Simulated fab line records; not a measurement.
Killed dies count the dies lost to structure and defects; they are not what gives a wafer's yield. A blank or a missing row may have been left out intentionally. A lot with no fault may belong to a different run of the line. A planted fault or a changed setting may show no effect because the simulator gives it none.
Chamber matching :: flow n5_finfet :: ald_sin-01 running N5_STI_FIN_REVEAL_ALD_00: 4 sister chambers
The step deposits SiO2, target thk 1 nm, pulse time 1 s. 22 wafers are shown with their chamber, then 11 later ones without.

EACH WAFER AND ITS CHAMBER
wafer: L077.3
chamber: 0
heater_power_w (W): 488
precursor_pulse_height_rel: 0.980

wafer: L077.4
chamber: 3
heater_power_w (W): 508
precursor_pulse_height_rel: 0.999

wafer: L077.5
chamber: 0
heater_power_w (W): 490
precursor_pulse_height_rel: 1.001

wafer: L078.1
chamber: 3
heater_power_w (W): 512
precursor_pulse_height_rel: 1.009

wafer: L078.2
chamber: 0
heater_power_w (W): 480
precursor_pulse_height_rel: 1.001

wafer: L078.4
chamber: 2
heater_power_w (W): 446
precursor_pulse_height_rel: 0.993

wafer: L080.1
chamber: 3
heater_power_w (W): 511
precursor_pulse_height_rel: 0.981

wafer: L080.2
chamber: 1
heater_power_w (W): 463
precursor_pulse_height_rel: 0.990

wafer: L080.6
chamber: 2
heater_power_w (W): 441
precursor_pulse_height_rel: 1.008

wafer: L083.2
chamber: 1
heater_power_w (W): 454
precursor_pulse_height_rel: 1.046

wafer: L083.3
chamber: 3
heater_power_w (W): 493
precursor_pulse_height_rel: 0.978

wafer: L083.4
chamber: 0
heater_power_w (W): 505
precursor_pulse_height_rel: 0.995

wafer: L084.4
chamber: 2
heater_power_w (W): 450
precursor_pulse_height_rel: 0.995

wafer: L084.5
chamber: 2
heater_power_w (W): 445
precursor_pulse_height_rel: 1.005

wafer: L084.6
chamber: 3
heater_power_w (W): 498
precursor_pulse_height_rel: 0.973

wafer: L087.3
chamber: 2
heater_power_w (W): 446
precursor_pulse_height_rel: 1.013

wafer: L087.4
chamber: 1
heater_power_w (W): 467
precursor_pulse_height_rel: 0.950

wafer: L087.6
chamber: 3
heater_power_w (W): 483
precursor_pulse_height_rel: 0.982

wafer: L088.1
chamber: 3
heater_power_w (W): 493
precursor_pulse_height_rel: 1.006

wafer: L088.3
chamber: 2
heater_power_w (W): 439
precursor_pulse_height_rel: 0.989

wafer: L088.4
chamber: 0
heater_power_w (W): 482
precursor_pulse_height_rel: 1.004

wafer: L090.1
chamber: 3
heater_power_w (W): 492
precursor_pulse_height_rel: 0.984

SIGNATURES (means of the wafers above)
reading: heater_power_w
chamber 0: 489.00
chamber 1: 461.33
chamber 2: 444.50
chamber 3: 498.75
scatter within a chamber: 8.58

reading: precursor_pulse_height_rel
chamber 0: 0.99620
chamber 1: 0.99533
chamber 2: 1.00050
chamber 3: 0.98900
scatter within a chamber: 0.0194
Rule: distance of a wafer from a chamber = root of the sum over the readings of ((wafer's reading minus chamber's mean) / reading's scatter) squared. If the next closest chamber is less than 2 further off than the closest, the wafer can't be placed; otherwise it belongs to the closest. How the scatter is found: for the shown wafers, subtract from each reading the mean of its chamber, square and add these, divide the total by (wafers less chambers), then take the root.

WAFERS WHOSE CHAMBER IS MISSING
wafer: L090.2
heater_power_w (W): 456
precursor_pulse_height_rel: 1.028

wafer: L090.4
heater_power_w (W): 491
precursor_pulse_height_rel: 0.990

wafer: L091.4
heater_power_w (W): 456
precursor_pulse_height_rel: 0.989

wafer: L091.5
heater_power_w (W): 496
precursor_pulse_height_rel: 0.989

wafer: L091.6
heater_power_w (W): 454
precursor_pulse_height_rel: 1.000

wafer: L092.1
heater_power_w (W): 501
precursor_pulse_height_rel: 1.000

wafer: L092.3
heater_power_w (W): 496
precursor_pulse_height_rel: 1.006

wafer: L092.4
heater_power_w (W): 495
precursor_pulse_height_rel: 0.993

wafer: L096.3
heater_power_w (W): 498
precursor_pulse_height_rel: 0.999

wafer: L096.5
heater_power_w (W): 493
precursor_pulse_height_rel: 0.989

wafer: L096.6
heater_power_w (W): 466
precursor_pulse_height_rel: 0.982

EACH ONE'S CHAMBER
wafer: L090.2
from the rows above: can't be placed: 1 or 2
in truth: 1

wafer: L090.4
from the rows above: can't be placed: 0 or 3
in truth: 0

wafer: L091.4
from the rows above: can't be placed: 1 or 2
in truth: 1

wafer: L091.5
from the rows above: can't be placed: 3 or 0
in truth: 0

wafer: L091.6
from the rows above: can't be placed: 1 or 2
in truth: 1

wafer: L092.1
from the rows above: can't be placed: 3 or 0
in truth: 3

wafer: L092.3
from the rows above: can't be placed: 3 or 0
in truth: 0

wafer: L092.4
from the rows above: can't be placed: 3 or 0
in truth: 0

wafer: L096.3
from the rows above: can't be placed: 3 or 0
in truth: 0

wafer: L096.5
from the rows above: can't be placed: 0 or 3
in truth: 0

wafer: L096.6
from the rows above: can't be placed: 1 or 2 or 0
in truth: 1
0 of 11 placed correctly. Cannot be placed on the basis of these rows: 11; the candidates contain the true chamber in 11. Placed wrongly: 0.
